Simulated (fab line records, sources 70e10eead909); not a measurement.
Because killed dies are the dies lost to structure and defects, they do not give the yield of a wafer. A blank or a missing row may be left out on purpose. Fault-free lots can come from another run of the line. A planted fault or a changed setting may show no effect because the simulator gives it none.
fab line records	flow nand_harc
record: lots: 6	wafers: 18	last_day: 33
route steps=1302 shown A_SLIT@945 A_SIN_REMOVE@947 A_WL_FILL@952 END@1302
lots with no fault: from the same line, run without faults
start_h: hours from the record's opening day to when the first of the lot's shown wafers began	wait_h: time in hours since the lot's previous step	" repeats the value in the row above	L1.1+2: a single row standing in for several wafers	- either no value or no given start	* or withheld: withheld	< > ~ a bound
route shown NAME@n: NAME is a module with steps in the file, n the number in the route of the first one	usual: mean and standard deviation over wafers with no fault	same: alike in all rows	chamber/n: place in a boat	sites: readings site by site	_std_site: the standard deviation of these	_edge_site: mean of outer sites minus mean of inner sites	radius_mm: for every site, how far away it sits from the centre of the wafer	mask NAME#n: copy n	behind: tool/chamber where the wafer was last shaped	hold: why the lot went on hold/how many hours it stayed there/how the hold came to an end	device: names the non-switching transistor (n, p or np)	end of line: the route-end tests of the same wafers	a step given without rows: its recipe and nothing more	killed: the dies lost at the first sort to structure and to defects; this is not the yield of the wafer	map: the dies of a wafer, with x for killed, . for not killed, _ for no die there
set.NAME: the setting the step ran with; set.NAME@STEP: the setting that earlier step ran with	model.NAME: the simulator's own value behind a step, which no gauge read
lots at some steps of the route; a table a step, a row a wafer
services: a tool's chamber out of use, with start hour (start_h, from the record's first day; less than 0 if before it), hours out, and reason
== steps ==
step: NHARC_A_SLIT_SRD_20
step: NHARC_A_SLIT_CD_MEAS_21
usual: cd_nm: 289.7/0.81
lot.wafer	tool	chamber	start_h	wait_h	cd_nm
L642.1	cd_sem-02	-	492.08	-	289.8
L642.2	"	-	"	"	290.2
L642.3	"	-	"	"	290.3
L648.2	cd_sem-02	-	550.11	-	290.1
L648.3	"	-	"	"	289.4
L648.4	"	-	"	"	291.0
L652.2	cd_sem-03	-	577.42	0.1	288.9
L652.5	"	-	"	"	288.6
L652.6	"	-	"	"	291.2
L655.2	cd_sem-02	-	628.56	-	289.4
L655.5	"	-	"	"	289.2
L655.6	"	-	"	"	289.5
L658.2	cd_sem-02	-	645.97	0.1	290.0
L658.4	"	-	"	"	291.1
L658.6	"	-	"	"	291.2
L661.1	cd_sem-02	-	672.90	-	288.4
L661.2	"	-	"	"	287.9
L661.3	"	-	"	"	288.9
step: NHARC_A_SIN_REMOVE_WET_00
recipe: temp_c: 160	time_s: 15300	chemistry: H3PO4
step: NHARC_A_SIN_REMOVE_PRECLEAN_01
recipe: time_s: *	temp_c: 50	bath_age_min: 0	chemistry: SC1
step: NHARC_A_SIN_REMOVE_SRD_02
step: NHARC_A_SIN_REMOVE_INSPECT_04
usual: raw_defect_count: 393/93
lot.wafer	tool	chamber	start_h	wait_h	raw_defect_count
L642.1	defect_inspect-02	-	498.72	0.0	522
L642.2	"	-	"	"	425
L642.3	"	-	"	"	373
L648.2	defect_inspect-01	-	556.78	0.0	373
L648.3	"	-	"	"	320
L648.4	"	-	"	"	279
L652.2	defect_inspect-01	-	583.37	0.0	366
L652.5	"	-	"	"	279
L652.6	"	-	"	"	575
L655.2	defect_inspect-01	-	635.18	0.0	671
L655.5	"	-	"	"	381
L655.6	"	-	"	"	348
L658.2	defect_inspect-01	-	652.60	0.0	341
L658.4	"	-	"	"	289
L658.6	"	-	"	"	392
L661.1	defect_inspect-02	-	678.47	0.0	580
L661.2	"	-	"	"	636
L661.3	"	-	"	"	511
step: NHARC_A_WL_FILL_ALD_00
recipe: target_thk_a: 30	pulse_time_s: 3	ald_cycles: 30	temp_c: 300	material: Al2O3
usual: heater_power_w: 446/40	precursor_pulse_height_rel: 1.001/0.019
lot.wafer	tool	chamber	start_h	wait_h	heater_power_w	precursor_pulse_height_rel
L642.2	ald_hk-04	2	498.82	0.1	458	0.973
L642.3	"	3	"	"	540	1.000
L642.1	"	0	"	"	398	1.008
L648.2	ald_hk-04	1	556.85	0.1	418	1.016
L648.4	"	2	"	"	441	0.988
L648.3	"	3	"	"	530	0.989
L652.2	ald_hk-03	3	583.46	0.1	394	1.004
L652.5	"	2	"	"	400	1.015
L652.6	"	3	"	"	391	1.035
L655.2	ald_hk-03	0	635.32	0.1	470	1.030
L655.6	"	1	"	"	477	1.024
L655.5	"	2	"	"	404	0.987
L658.4	ald_hk-03	1	652.85	0.3	476	0.998
L658.2	"	3	"	"	387	0.983
L658.6	"	0	"	"	470	0.989
L661.2	ald_hk-02	1	678.54	0.1	435	0.995
L661.3	"	3	"	"	521	0.984
L661.1	"	0	"	"	496	1.040
step: NHARC_A_WL_FILL_RTA_01
recipe: temp_c: 1000	time_s: 5
usual: lamp_power_pct: 27.7/1.2	lamp_zone_1_pct: 27.7/1.2	lamp_zone_2_pct: 27.7/1.2	wafer_temp_C_max: 1004.0/0.81
same: time_s: 5
lot.wafer	tool	chamber	start_h	wait_h	lamp_power_pct	lamp_zone_1_pct	lamp_zone_2_pct	wafer_temp_C_max
L642.1	rtp_anneal-02	0	499.05	-	26.8	26.7	26.8	1005.5
L642.2	"	0	"	"	26.8	26.7	26.8	1005.0
L642.3	"	0	"	"	26.7	26.8	26.8	1004.1
L648.2	rtp_anneal-01	0	557.14	-	29.2	29.2	29.2	1002.8
L648.3	"	0	"	"	29.3	29.3	29.2	1004.0
L648.4	"	0	"	"	29.2	29.2	29.3	1003.2
L652.2	rtp_anneal-01	0	583.72	-	29.3	29.2	29.2	1003.0
L652.5	"	0	"	"	29.2	29.2	29.2	1004.1
L652.6	"	0	"	"	29.2	29.3	29.3	1004.5
L655.2	rtp_anneal-02	0	635.53	-	26.8	26.8	26.8	1003.9
L655.5	"	0	"	"	26.8	26.8	26.8	1003.2
L655.6	"	0	"	"	26.8	26.8	26.8	1005.9
L658.2	rtp_anneal-02	0	653.11	-	26.7	26.8	26.8	1002.8
L658.4	"	0	"	"	26.8	26.8	26.8	1004.7
L658.6	"	0	"	"	26.8	26.8	26.8	1005.5
L661.1	rtp_anneal-01	0	678.80	-	29.2	29.2	29.3	1004.8
L661.2	"	0	"	"	29.2	29.2	29.3	1002.8
L661.3	"	0	"	"	29.2	29.2	29.2	1004.3
step: NHARC_A_WL_FILL_ALD_02
recipe: target_thk_a: 20	pulse_time_s: 3	ald_cycles: 100	temp_c: 450	material: TiN
usual: heater_power_w: 1103/120	precursor_pulse_height_rel: 1.001/0.019
lot.wafer	tool	chamber	start_h	wait_h	heater_power_w	precursor_pulse_height_rel
L642.3	ald_metal-04	1	499.30	0.2	1281	1.015
L642.2	"	2	"	"	1164	0.982
L642.1	"	3	"	"	943	1.012
L648.2	ald_metal-01	0	557.37	0.2	1016	1.023
L648.3	"	1	"	"	908	1.004
L648.4	"	2	"	"	1092	0.993
L652.2	ald_metal-03	3	583.99	0.2	1052	1.033
L652.6	"	1	"	"	1124	1.019
L652.5	"	2	"	"	978	1.009
L655.2	ald_metal-04	3	635.79	0.2	950	1.012
L655.5	"	1	"	"	1308	0.990
L655.6	"	2	"	"	1174	1.035
L658.2	ald_metal-01	0	653.40	0.3	1066	1.011
L658.4	"	1	"	"	935	0.999
L658.6	"	3	"	"	1080	1.039
L661.2	ald_metal-03	1	679.01	0.2	1113	0.990
L661.1	"	3	"	"	1046	0.982
L661.3	"	0	"	"	1183	1.006
step: NHARC_A_WL_FILL_CVD_03
recipe: target_thk_a: 400	temp_c: 300	pressure_torr: 40	wf6_flow_sccm: 40	h2_flow_sccm: 1600	ar_flow_sccm: 1560	time_s: 279	material: W
usual: heater_power_w: 483/57	mfc_ar_sccm: 1560/4.3	throttle_valve_pct: 7.9/0.35
same: time_s: 279
lot.wafer	tool	chamber	start_h	wait_h	heater_power_w	mfc_ar_sccm	throttle_valve_pct
L642.1	cvd_w-01	1	499.70	0.1	573	1563	8.3
L642.2	"	0	"	"	483	1563	7.5
L642.3	"	0	"	"	481	1561	7.5
L648.2	cvd_w-02	0	557.77	0.1	482	1561	7.4
L648.4	"	0	"	"	460	1558	7.5
L648.3	"	1	"	"	394	1565	8.3
L652.2	cvd_w-02	0	584.35	0.1	466	1563	7.6
L652.6	"	0	"	"	467	1554	7.7
L652.5	"	1	"	"	397	1562	8.5
L655.2	cvd_w-01	0	636.15	0.1	484	1550	7.8
L655.5	"	0	"	"	502	1572	7.5
L655.6	"	1	"	"	549	1564	7.8
L658.2	cvd_w-01	1	653.89	0.2	550	1567	8.3
L658.4	"	0	"	"	473	1566	7.9
L658.6	"	1	"	"	561	1566	8.2
L661.2	cvd_w-01	0	679.45	0.1	493	1558	7.9
L661.1	"	1	"	"	545	1562	8.1
L661.3	"	1	"	"	554	1561	8.0
step: NHARC_A_WL_FILL_ETCHBACK_04
recipe: target_depth_a: 600	time_s: 120	chemistry: NF3
usual: drypump_motor_current_A: 5.48/0.28	oes_product_au: 1.005/0.012
same: time_s: 120
lot.wafer	tool	chamber	start_h	wait_h	drypump_motor_current_A	oes_product_au	rf_hours_counter_h
L642.1	rie_metal-03	1	500.07	0.3	5.81	0.996	2.8
L642.2	"	0	"	"	5.35	1.012	2.8
L642.3	"	0	"	"	5.33	1.004	-
L648.2	rie_metal-02	0	558.14	0.3	5.81	0.997	1.6
L648.4	"	0	"	"	5.83	1.000	-
L648.3	"	1	"	"	5.29	1.016	-
L652.2	rie_metal-03	0	584.75	0.4	5.33	0.708	1.1
L652.6	"	1	"	"	5.83	0.692	-
L652.5	"	0	"	"	5.33	0.714	-
L655.2	rie_metal-03	0	636.57	0.4	5.34	0.710	1.6
L655.5	"	1	"	"	5.82	0.695	-
L655.6	"	0	"	"	5.34	0.708	-
L658.2	rie_metal-02	1	654.26	0.3	5.24	1.008	0.5
L658.4	"	1	"	"	5.23	1.008	-
L658.6	"	1	"	"	5.26	1.007	-
L661.1	rie_metal-01	0	679.82	0.3	5.30	1.007	1.6
L661.2	"	1	"	"	5.05	0.975	1.6
L661.3	"	0	"	"	5.31	0.998	-
step: NHARC_A_WL_FILL_ETCHBACK_05
recipe: target_depth_a: 220	time_s: 60	temp_c: 40	chemistry: Cl2/BCl3
usual: drypump_motor_current_A: 5.48/0.28	oes_product_au: 1.007/0.011
same: time_s: 60
lot.wafer	tool	chamber	start_h	wait_h	drypump_motor_current_A	oes_product_au	rf_hours_counter_h
L642.1	rie_metal-03	1	500.32	0.2	5.84	1.001	2.9
L642.2	"	0	"	"	5.37	1.012	2.9
L642.3	"	0	"	"	5.38	1.021	-
L648.2	rie_metal-02	0	558.40	0.2	5.80	1.011	1.7
L648.4	"	1	"	"	5.24	1.019	-
L648.3	"	0	"	"	5.82	1.009	-
L652.2	rie_metal-03	1	584.96	0.2	5.83	0.992	1.2
L652.6	"	1	"	"	5.82	0.988	-
L652.5	"	0	"	"	5.36	1.031	-
L655.2	rie_metal-03	1	636.79	0.2	5.79	0.988	1.8
L655.6	"	0	"	"	5.34	1.022	-
L655.5	"	1	"	"	5.80	0.990	-
L658.2	rie_metal-02	1	654.50	0.2	5.26	1.003	0.6
L658.4	"	1	"	"	5.28	1.012	-
L658.6	"	0	"	"	5.83	1.023	-
L661.2	rie_metal-01	0	680.05	0.2	5.33	1.010	1.7
L661.1	"	1	"	"	5.08	0.994	1.7
L661.3	"	0	"	"	5.31	1.007	-
step: NHARC_END_SORT_01
recipe: temp_c: 25
usual: defect_limited_yield: 91/3.4	killed_at_array: 55/23	killed_at_other: 1.0/1.2	killed_at_periphery: 3.2/2.7	killed_dies: 59/23	killed_open: 3.1/1.6	killed_short: 2.2/1.5
same: gross_dies: 677
lot.wafer	tool	chamber	start_h	wait_h	defect_limited_yield[%]	killed_at_array	killed_at_other	killed_at_periphery	killed_dies	killed_open	killed_short
L642.1	prober-01	0	593.20	2.5	88	80	0	1	81	1	2
L642.2	prober-01	0	594.00	2.8	90	69	0	2	71	1	2
L642.3	prober-01	0	594.79	3.1	91	57	0	3	60	0	3
L648.2	prober-01	0	658.18	2.8	93	41	0	5	46	1	1
L648.3	prober-01	0	658.98	3.1	94	38	0	1	39	3	2
L648.4	prober-01	0	659.78	3.4	92	40	3	10	53	1	2
L661.1	prober-02	0	779.98	2.5	91	57	3	3	63	5	1
L661.2	prober-02	0	780.78	2.8	91	51	3	8	62	3	2
L661.3	prober-02	0	781.58	3.1	92	53	1	3	57	6	2
killed by level:class
L642.1 A_CHANNEL_HOLE_D2:chamber_film_flake=36 A_CHANNEL_HOLE_D1:chamber_film_flake=34 A_CONTACT:chamber_film_flake=4 A_CHANNEL_FILL_D2:chamber_film_flake=2 A_CHANNEL_FILL_D1:geometric_particle:open=1 A_CHANNEL_HOLE_D2:geometric_particle:short=1 A_M0:geometric_particle:short=1 P_STI:chamber_film_flake=1
L642.2 A_CHANNEL_HOLE_D2:chamber_film_flake=32 A_CHANNEL_HOLE_D1:chamber_film_flake=26 A_CHANNEL_FILL_D2:chamber_film_flake=2 A_SLIT:chamber_film_flake=2 A_CONTACT:chamber_film_flake=2 A_DECK1_JOINT:geometric_particle:open=1 A_DECK1_JOINT:geometric_particle:short=1 A_WL_FILL:geometric_particle:short=1
L642.3 A_CHANNEL_HOLE_D1:chamber_film_flake=27 A_CHANNEL_HOLE_D2:chamber_film_flake=26 P_CONTACT:geometric_particle:short=1 A_CHANNEL_HOLE_D1:geometric_particle:short=1 A_CHANNEL_HOLE_D2:geometric_particle:short=1 P_ZERO_WELL:chamber_film_flake=1 P_GATE:chamber_film_flake=1 A_STAIRCASE:chamber_film_flake=1
L648.2 A_CHANNEL_HOLE_D2:chamber_film_flake=15 A_CHANNEL_HOLE_D1:chamber_film_flake=7 A_CONTACT:chamber_film_flake=6 A_DECK1_JOINT:chamber_film_flake=3 A_SLIT:chamber_film_flake=3 P_ZERO_WELL:chamber_film_flake=2 P_GATE:chamber_film_flake=2 A_ZERO_WELL:chamber_film_flake=2
L648.3 A_CHANNEL_HOLE_D2:chamber_film_flake=10 A_CONTACT:chamber_film_flake=9 A_CHANNEL_HOLE_D1:chamber_film_flake=7 A_STAIRCASE:chamber_film_flake=3 A_SLIT:chamber_film_flake=2 P_GATE:geometric_particle:open=1 A_SOURCE_PLATE:geometric_particle:short=1 A_CHANNEL_HOLE_D1:geometric_particle:short=1
L648.4 A_CHANNEL_HOLE_D2:chamber_film_flake=22 A_CHANNEL_HOLE_D1:chamber_film_flake=5 P_ZERO_WELL:chamber_film_flake=4 A_CONTACT:chamber_film_flake=4 A_M0:chamber_film_flake=3 P_CONTACT:chamber_film_flake=2 A_CHANNEL_FILL_D1:chamber_film_flake=2 A_DECK1_JOINT:chamber_film_flake=2
L661.1 A_SLIT:chamber_film_flake=29 A_CHANNEL_HOLE_D2:chamber_film_flake=14 A_CONTACT:chamber_film_flake=5 THIN_TSV:chamber_film_flake=3 P_GATE:geometric_particle:open=2 A_ZERO_WELL:chamber_film_flake=2 A_CHANNEL_FILL_D1:geometric_particle:open=1 A_ONON_D2:geometric_particle:open=1
L661.2 A_CHANNEL_HOLE_D2:chamber_film_flake=20 A_SLIT:chamber_film_flake=19 A_CONTACT:chamber_film_flake=4 A_ZERO_WELL:chamber_film_flake=3 THIN_TSV:chamber_film_flake=3 P_ZERO_WELL:chamber_film_flake=2 P_M1:chamber_film_flake=2 P_CONTACT:geometric_particle:short=1
L661.3 A_CHANNEL_HOLE_D2:chamber_film_flake=24 A_SLIT:chamber_film_flake=18 A_CHANNEL_FILL_D1:geometric_particle:open=3 A_STAIRCASE:chamber_film_flake=2 A_CONTACT:chamber_film_flake=2 P_CONTACT:geometric_particle:open=1 A_CHANNEL_FILL_D2:geometric_particle:short=1 A_SGD_CUT:geometric_particle:short=1
== services ==
tool	chamber	start_h	hours	kind
rie_metal-03	-	484.47	0.4	repair
rie_metal-01	0	513.42	3.1	repair
rie_metal-03	-	519.00	9.0	pm
rie_metal-03	0	519.00	9.0	vent_cycle
rie_metal-03	1	519.00	9.0	vent_cycle
ald_metal-01	-	526.00	10.0	pm
rie_metal-03	0	528.00	-	clean
ald_hk-02	-	528.09	10.0	pm
ald_metal-01	1	538.95	2.9	repair
ald_hk-02	-	543.87	0.9	repair
cvd_w-01	-	547.47	13.0	pm
ald_metal-01	3	548.05	5.2	repair
ald_metal-03	-	568.00	10.0	pm
ald_hk-03	-	569.01	10.0	pm
cvd_w-02	-	573.26	0.4	repair
rie_metal-01	-	575.00	9.0	pm
ald_metal-03	-	595.16	4.5	repair
ald_hk-04	-	614.98	10.0	pm
cvd_w-02	1	627.36	13.0	repair
rie_metal-02	-	631.00	9.0	pm
cvd_w-02	-	631.03	13.0	pm
ald_metal-04	-	652.10	10.0	pm
rie_metal-03	1	658.44	4.1	repair
ald_hk-04	-	675.42	0.7	repair
== key ==
first_sign: step: NHARC_A_WL_FILL_ETCHBACK_04	reading: oes_product_au	direction: down	sigmas: 25	usual: 1.005	struck: 0.704
effect none on later readings
met_at NHARC_A_WL_FILL_ETCHBACK_04
struck_wafers L652.2,L652.5,L652.6,L655.2,L655.5,L655.6
rows_end L652.2,L652.5,L652.6,L655.2,L655.5,L655.6
onset_between 500.07 584.75
fault: kind: process_parameter_drift	tool: rie_metal-03	chamber: -	onset_h: 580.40	steps: NHARC_A_WL_FILL_ETCHBACK_04	channel: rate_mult	offset: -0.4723	shape: step
rows_end: these wafers met a further fault down the route, and their rows from its step on are left out
